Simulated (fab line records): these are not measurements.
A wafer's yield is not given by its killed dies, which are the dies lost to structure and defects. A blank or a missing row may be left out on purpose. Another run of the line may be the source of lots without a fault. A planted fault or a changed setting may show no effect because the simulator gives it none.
Matching of chambers || flow nand harc || NHARC_A_CHANNEL_HOLE_D1_ETCH_44 on rie diel-06: 4 sister chambers
The step etches the open film in CF4/O2, target depth 140 nm, overetch 14 nm, time 77 s. 4 wafers are shown with their chamber, then 7 later ones without.

WAFERS PAIRED WITH THEIR CHAMBERS
{"wafer": "L082.6", "chamber": 2, "drypump motor current A (A)": 5.2}
{"wafer": "L086.4", "chamber": 3, "drypump motor current A (A)": 6.4}
{"wafer": "L091.1", "chamber": 0, "drypump motor current A (A)": 5.8}
{"wafer": "L091.4", "chamber": 1, "drypump motor current A (A)": 6.0}

WAFERS WHOSE CHAMBER IS MISSING
{"wafer": "L091.5", "drypump motor current A (A)": 6.4}
{"wafer": "L094.4", "drypump motor current A (A)": 5.8}
{"wafer": "L094.5", "drypump motor current A (A)": 5.9}
{"wafer": "L094.6", "drypump motor current A (A)": 5.8}
{"wafer": "L096.3", "drypump motor current A (A)": 6.0}
{"wafer": "L096.4", "drypump motor current A (A)": 6.4}
{"wafer": "L096.5", "drypump motor current A (A)": 5.8}

EACH ONE'S CHAMBER
{"wafer": "L091.5", "from the rows above": 3, "in truth": 3}
{"wafer": "L094.4", "from the rows above": 0, "in truth": 0}
{"wafer": "L094.5", "from the rows above": "can't be placed: 1 or 0", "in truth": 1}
{"wafer": "L094.6", "from the rows above": 0, "in truth": 0}
{"wafer": "L096.3", "from the rows above": 1, "in truth": 1}
{"wafer": "L096.4", "from the rows above": 3, "in truth": 3}
{"wafer": "L096.5", "from the rows above": 0, "in truth": 0}
6 of 7 placed correctly. These rows do not allow placing 1 (true chamber among the candidates in 1). Placed wrongly: 0.
How it was worked out, from the rows above alone: a wafer's distance from a chamber is the root of the sum, over the readings, of the square of ((its reading less the chamber's mean) divided by the reading's scatter). If the next closest chamber is less than 2 further off than the closest, the wafer can't be placed; otherwise it belongs to the closest. Each chamber's mean is taken over the wafers shown for it. The scatter (one wafer shown for each chamber): square how far every hidden wafer sits from the nearest shown wafer, average those squares and take the square root.
